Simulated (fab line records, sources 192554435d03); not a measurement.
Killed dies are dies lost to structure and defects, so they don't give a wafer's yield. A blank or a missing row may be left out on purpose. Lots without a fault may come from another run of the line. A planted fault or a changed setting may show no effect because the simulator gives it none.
fab line records | flow n5_finfet | part 2 of 2: steps 5 to 6 of 6
record lots=21 wafers=63 last_day=18
route steps=1938 shown BEOL_M5@1131 BEOL_M6@1197
lots that met no fault: from a run of the same line without faults
start_h: hours from the record's first day to the start of the lot's first wafer shown | wait_h: hours since the lot's step before | " the same as in the row above | L1.1+2: a row that stands for several wafers | - no value, or no start given | * or withheld: withheld | < > ~ a bound
route shown NAME@n: a module of which the file shows steps, and the number in the route of the first | usual: mean/standard deviation of fault-free wafers | same: alike in all rows | chamber/n: place in a boat | sites: the reading at each site | _std_site: their standard deviation | _edge_site: outer sites' mean less inner sites' | radius_mm: how far each site lies from the wafer's centre | mask NAME#n: copy n | behind: the tool/chamber that last shaped the wafer | hold: why the lot was held/for how many hours/how that ended | device: the transistor (n, p or np) that didn't switch | end of line: the same wafers' tests at the end of the route | a step without rows: its recipe alone | killed: dies lost to structure and defects at the first sort, not the wafer's yield | map: a wafer's dies, x killed, . not, _ none there
set.NAME: the setting as run; set.NAME@STEP: as run at that earlier step | model.NAME: the simulator's own value behind a step, which no gauge read
steps of the route over a sample of lots; a table a step, a row a wafer
services: from which hour (start_h, from the record's first day; less than 0 if before it) a tool's chamber was out of use, for how many hours, and why
## steps
# step N5_BEOL_M5_SPUTTER_90
# recipe material=Cu target_thk_a=45 temp_c=-20 chamber_pressure_pa=0.07 power_w=withheld time_s=8.29
# usual susceptor_temp_C=-20.02/0.1 throttle_valve_pct=30.0/0.85
# columns lot.wafer tool chamber start_h wait_h susceptor_temp_C throttle_valve_pct
L074.1 pvd_sputter-01 - 193.28 1.6 -20.01 30.7
L074.4 " - " " -20.02 31.2
L074.5 " - " " -20.14 31.3
L075.3 pvd_sputter-02 - 195.91 0.5 -19.86 29.9
L075.4 " - " " -19.99 31.4
L075.6 " - " " -20.05 31.5
L078.1 pvd_sputter-02 - 211.83 0.5 -20.00 28.4
L078.2 " - " " -19.93 29.1
L078.6 " - " " -20.14 29.9
L076.2 pvd_sputter-01 - 214.42 0.5 -19.93 30.3
L076.3 " - " " -20.10 29.9
L076.5 " - " " -20.11 29.1
L079.1 pvd_sputter-01 - 218.89 0.5 -19.83 30.4
L079.2 " - " " -19.86 28.7
L079.5 " - " " -20.01 31.4
L077.2 pvd_sputter-02 - 220.99 0.5 -19.84 29.5
L077.3 " - " " -19.94 28.3
L077.5 " - " " -20.15 28.7
L080.2 pvd_sputter-01 - 225.48 0.5 -19.91 30.0
L080.3 " - " " -20.18 29.1
L080.5 " - " " -20.08 29.1
L081.2 pvd_sputter-03 - 225.55 0.5 -19.93 29.9
L081.5 " - " " -20.02 30.0
L081.6 " - " " -20.24 29.9
L085.4 pvd_sputter-01 - 248.99 0.5 -19.94 29.9
L085.5 " - " " -20.19 28.8
L085.6 " - " " -20.00 31.5
L084.2 pvd_sputter-03 - 251.18 0.5 -20.04 30.6
L084.3 " - " " -19.99 29.9
L084.4 " - " " -20.03 29.9
L087.2 pvd_sputter-02 - 267.56 0.5 -20.06 29.9
L087.3 " - " " -20.04 28.6
L087.6 " - " " -20.12 29.9
L086.2 pvd_sputter-01 - 269.44 0.5 -20.01 30.2
L086.4 " - " " -20.01 31.2
L086.5 " - " " -19.97 31.3
L090.3 pvd_sputter-03 - 286.03 0.5 -19.85 30.6
L090.4 " - " " -20.21 30.0
L090.6 " - " " -19.98 29.9
L089.3 pvd_sputter-02 - 291.96 0.5 -19.86 31.3
L089.4 " - " " -19.92 28.8
L089.5 " - " " -20.07 29.3
L092.1 pvd_sputter-01 - 293.03 0.5 -20.06 29.9
L092.4 " - " " -20.04 31.3
L092.6 " - " " -19.99 30.4
L093.1 pvd_sputter-02 - 296.38 0.5 -20.20 29.7
L093.2 " - " " -20.10 28.7
L093.6 " - " " -20.03 28.9
L091.2 pvd_sputter-03 - 296.62 0.5 -20.02 30.1
L091.4 " - " " -19.94 30.4
L091.5 " - " " -20.06 29.8
L094.2 pvd_sputter-01 - 300.02 0.5 -20.07 29.9
L094.3 " - " " -19.91 31.2
L094.6 " - " " -20.00 29.0
L095.1 pvd_sputter-01 - 319.25 0.5 -19.91 30.2
L095.3 " - " " -20.01 29.2
L095.5 " - " " -20.06 30.1
L096.1 pvd_sputter-03 - 319.48 0.5 -20.27 30.1
L096.2 " - " " -20.00 30.6
L096.5 " - " " -20.21 30.0
L097.1 pvd_sputter-03 - 324.63 0.5 -20.06 30.7
L097.2 " - " " -20.04 30.1
L097.4 " - " " -19.93 30.1
# step N5_BEOL_M6_PECVD_70
# recipe material=SiO2 target_thk_a=200 temp_c=400 precursor=TEOS/O2 pressure_torr=5.5 rf_w=450 teos_flow_sccm=53.8 gas=O2 flow_sccm=3000 time_s=22.7
# usual chamber_pressure_Torr=5.499/0.012 heater_power_w=666/91 showerhead_plenum_p_Torr=8.78/0.067 susceptor_temp_C=400.02/0.2 throttle_valve_pct=21.7/1
# columns lot.wafer tool chamber start_h wait_h chamber_pressure_Torr heater_power_w showerhead_plenum_p_Torr susceptor_temp_C throttle_valve_pct
L074.1 pecvd-02 0 195.24 0.0 5.517 674 8.73 399.92 20.8
L074.4 " 0 " " 5.515 634 8.73 400.10 20.8
L074.5 " 1 " " 5.517 654 8.76 400.26 22.7
L075.3 pecvd-01 1 197.92 0.0 5.521 620 8.72 400.24 21.4
L075.4 " 1 " " 5.527 624 8.71 400.01 21.3
L075.6 " 0 " " 5.512 657 8.81 400.16 21.8
L078.1 pecvd-02 2 214.35 0.0 5.495 605 8.70 400.02 22.3
L078.2 " 1 " " 5.507 642 8.76 399.97 22.6
L078.6 " 0 " " 5.497 692 8.72 399.97 20.8
L076.2 pecvd-02 1 217.06 0.0 5.494 703 8.79 399.83 22.6
L076.3 " 2 " " 5.524 576 8.71 400.22 22.5
L076.5 " 0 " " 5.507 732 8.73 399.75 21.0
L079.1 pecvd-03 1 222.01 0.0 5.491 849 8.89 400.31 23.3
L079.2 " 0 " " 5.522 719 8.78 400.01 21.6
L079.5 " 0 " " 5.503 744 8.79 399.98 21.6
L077.2 pecvd-03 1 224.18 0.0 5.482 748 8.88 400.33 23.2
L077.3 " 0 " " 5.505 764 8.79 400.07 21.4
L077.5 " 0 " " 5.514 745 8.79 400.06 21.6
L080.2 pecvd-02 2 227.21 0.0 5.479 662 8.71 399.90 22.3
L080.3 " 1 " " 5.495 641 8.76 399.83 22.6
L080.5 " 1 " " 5.481 653 8.78 400.14 22.8
L081.2 pecvd-02 1 227.62 0.0 5.479 741 8.79 400.13 22.8
L081.5 " 1 " " 5.485 715 8.76 400.17 22.7
L081.6 " 2 " " 5.519 569 8.70 400.45 22.5
L085.4 pecvd-02 0 250.84 0.1 5.501 702 8.73 399.97 20.5
L085.5 " 2 " " 5.503 673 8.75 399.92 22.4
L085.6 " 1 " " 5.480 604 8.77 400.01 22.4
L084.2 pecvd-03 1 252.91 0.0 5.505 875 8.89 399.75 23.1
L084.3 " 0 " " 5.475 815 8.81 400.01 21.8
L084.4 " 0 " " 5.496 850 8.77 399.72 21.7
L087.2 pecvd-03 0 269.77 0.0 5.503 818 8.79 399.64 21.5
L087.3 " 1 " " 5.499 826 8.90 399.76 23.1
L087.6 " 1 " " 5.500 824 8.90 400.00 23.5
L086.2 pecvd-02 2 271.79 0.0 5.511 625 8.69 400.09 22.3
L086.4 " 0 " " 5.492 675 8.73 399.81 20.7
L086.5 " 2 " " 5.489 643 8.71 400.14 22.6
L090.3 pecvd-03 0 289.22 0.0 5.487 692 8.79 400.23 21.9
L090.4 " 1 " " 5.500 825 8.90 400.16 23.1
L090.6 " 2 " " 5.493 536 8.69 400.28 20.4
L089.3 pecvd-02 0 294.73 0.1 5.474 691 8.75 399.94 20.8
L089.4 " 2 " " 5.488 666 8.69 399.89 22.5
L089.5 " 0 " " 5.490 669 8.74 400.09 20.8
L092.1 pecvd-01 1 294.78 0.0 5.506 662 8.70 400.09 21.3
L092.4 " 0 " " 5.492 661 8.79 399.79 21.6
L092.6 " 2 " " 5.486 543 8.90 399.99 20.2
L091.2 pecvd-03 2 298.35 0.0 5.513 605 8.72 400.30 20.6
L091.4 " 1 " " 5.495 800 8.90 400.32 23.3
L091.5 " 0 " " 5.496 777 8.79 400.07 21.9
L093.1 pecvd-01 1 298.60 0.0 5.497 561 8.72 400.11 21.4
L093.2 " 2 " " 5.495 549 8.92 399.72 19.9
L093.6 " 0 " " 5.497 664 8.81 400.33 22.1
L094.2 pecvd-03 2 301.75 0.0 5.510 582 8.71 400.28 20.4
L094.3 " 1 " " 5.526 855 8.89 399.76 23.1
L094.6 " 2 " " 5.492 604 8.73 400.39 20.4
L095.1 pecvd-03 2 321.15 0.0 5.499 473 8.69 399.87 20.5
L095.3 " 1 " " 5.517 820 8.87 399.58 23.7
L095.5 " 0 " " 5.507 726 8.78 399.89 21.7
L096.1 pecvd-02 2 321.97 0.0 5.512 646 8.72 399.65 22.8
L096.2 " 0 " " 5.483 632 8.75 399.99 20.8
L096.5 " 0 " " 5.514 644 8.75 400.13 20.7
L097.1 pecvd-01 2 326.84 0.0 5.483 532 8.91 399.82 19.8
L097.2 " 0 " " 5.511 575 8.79 400.21 22.1
L097.4 " 0 " " 5.511 585 8.80 400.41 21.7
## services
# columns tool chamber start_h hours kind
pecvd-01 - 161.94 0.6 repair
rie_diel-04 2 163.49 3.9 repair
rie_diel-01 - 207.15 2.3 repair
pecvd-01 - 222.27 2.8 pm
pecvd-03 - 228.10 5.5 pm
rie_diel-01 - 229.78 2.5 repair
pecvd-01 0 237.40 3.7 repair
pecvd-02 2 242.89 5.5 scheduled_down
pecvd-01 2 250.46 9.1 repair
rie_diel-03 - 262.64 0.5 repair
pecvd-02 1 277.24 2.1 scheduled_down
rie_diel-04 0 289.58 7.4 repair
pecvd-02 1 292.04 5.5 scheduled_down
rie_diel-03 3 292.15 - clean
rie_diel-03 3 292.15 - consumable_replace:focus_ring
rie_diel-03 3 292.15 28.0 scheduled_down
rie_diel-03 3 292.15 28.0 vent_cycle
pecvd-02 2 305.72 2.1 scheduled_down
rie_diel-04 2 306.17 5.3 repair
rie_diel-04 2 311.66 - clean
rie_diel-04 2 311.66 - consumable_replace:focus_ring
rie_diel-04 2 311.66 - consumable_replace:showerhead
rie_diel-04 2 311.66 12.8 scheduled_down
rie_diel-04 2 311.66 12.8 vent_cycle
